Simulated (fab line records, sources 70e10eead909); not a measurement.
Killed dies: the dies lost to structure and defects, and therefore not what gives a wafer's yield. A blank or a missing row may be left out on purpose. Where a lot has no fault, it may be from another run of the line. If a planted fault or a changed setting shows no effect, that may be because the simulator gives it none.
A struck lot beside a sound one -- flow nand_harc -- 15 steps out of a route of 1302
Sound: wafers L586.3, L586.4, L586.5. Wafers L591.1, L591.4, L591.6 were the ones struck. At the end, the cause is stated.
At each step with rows: each side's tool, then ch and its chambers, then its first start. Under that, the readings that differ: sound wafers -- struck wafers -- difference of the means -- sigmas: that difference in standard deviations of wafers without a fault.
alike: readings with means less than 2 such deviations apart, plus words and numbers identical on both sides. not compared: withheld readings, readings lacking a value on some wafer, bounds such as >300 that could conceal the same value, and numbers that have no deviation in the record and whose values overlap.
Wherever a step has rows on one side only, a row that says differs or no value, or a row with sigmas, the two part there. Numbers that don't overlap but have no deviation are shown without sigmas and don't part them. A reading that every wafer of one side lacks parts them only if that side has two wafers or more.

first, 4 steps without rows for these wafers: NHARC_A_CHANNEL_HOLE_D1_ETCH_44 (etches the open film in CF4/O2, target depth 140 nm, overetch 14 nm, time 77 s); NHARC_A_CHANNEL_HOLE_D1_STRIP_27 (strips in O2); NHARC_A_CHANNEL_HOLE_D1_PRECLEAN_28 (cleans in SC1); NHARC_A_CHANNEL_HOLE_D1_SRD_29.
NHARC_A_CHANNEL_HOLE_D1_CD_MEAS_30:
  struck on cd_sem-01, day 15 22:29; sound on cd_sem-02, day 13 16:30
  alike: cd_nm
NHARC_A_CHANNEL_HOLE_D1_XSEM_31:
  sound on xsem-02 ch 0, day 13 16:36; struck on xsem-01 ch 0, day 15 22:34
reading,sound,struck,difference,sigmas
bow_nm (nm),9.08 8.98 8.99,8.39 8.46 8.40,-0.60,-2
  alike: bot_cd_nm, tilt_deg
NHARC_A_CHANNEL_HOLE_D1_INSPECT_40:
  struck on defect_inspect-02, day 15 22:40; sound on defect_inspect-01, day 13 16:41
  alike: raw_defect_count
then, 2 steps without rows for these wafers: NHARC_A_CHANNEL_FILL_D1_PRECLEAN_00 (cleans in SC1); NHARC_A_CHANNEL_FILL_D1_SRD_01.
NHARC_A_CHANNEL_FILL_D1_ALD_02: deposits SiO2, target thk 6 nm, pulse time 10 s, ald cycles 60.
  sound on ald_hk-03 ch 1,3, day 13 16:59; struck on ald_hk-01 ch 1,2,3, day 16 01:32
  alike: ald_cycles, heater_power_w, precursor_pulse_height_rel
NHARC_A_CHANNEL_FILL_D1_ALD_03: deposits SiNx, target thk 6 nm, pulse time 60 s, ald cycles 58.
  sound on ald_sin_batch-01 ch 0; struck on ald_sin_batch-03 ch 0
  alike: ald_cycles, precursor_pulse_height_rel
NHARC_A_CHANNEL_FILL_D1_ALD_14: deposits SiO2, target thk 2.5 nm, pulse time 10 s, ald cycles 25.
  sound on ald_hk-02 ch 0,2, day 13 21:46; struck on ald_hk-02 ch 0,1,3, day 16 08:24
  alike: ald_cycles, heater_power_w, precursor_pulse_height_rel
NHARC_A_CHANNEL_FILL_D1_ALD_15: deposits SiNx, target thk 2 nm, pulse time 60 s, ald cycles 19.
  sound on ald_sin_batch-01 ch 0, day 14 00:40; struck on ald_sin_batch-02 ch 0, day 16 11:31
reading,sound,struck,difference,sigmas
ald_cycles,19 19 19,33 33 33,+14,
  alike: precursor_pulse_height_rel
NHARC_A_CHANNEL_FILL_D1_ALD_16: deposits SiO2, target thk 1.5 nm, pulse time 10 s, ald cycles 15.
  sound on ald_hk-02 ch 1,2,3, day 14 02:41; struck on ald_hk-02 ch 0,2, day 16 13:35
  alike: ald_cycles, heater_power_w, precursor_pulse_height_rel
next, for these wafers, 1 step has no rows: NHARC_END_SORT_01.

WHERE THEY PART
NHARC_A_CHANNEL_HOLE_D1_XSEM_31 only, going by this record. Later steps at which nothing parts them and some readings are alike: NHARC_A_CHANNEL_HOLE_D1_INSPECT_40, NHARC_A_CHANNEL_FILL_D1_ALD_02, NHARC_A_CHANNEL_FILL_D1_ALD_03, NHARC_A_CHANNEL_FILL_D1_ALD_14, NHARC_A_CHANNEL_FILL_D1_ALD_15, NHARC_A_CHANNEL_FILL_D1_ALD_16.

WHY: whatever the simulator had introduced
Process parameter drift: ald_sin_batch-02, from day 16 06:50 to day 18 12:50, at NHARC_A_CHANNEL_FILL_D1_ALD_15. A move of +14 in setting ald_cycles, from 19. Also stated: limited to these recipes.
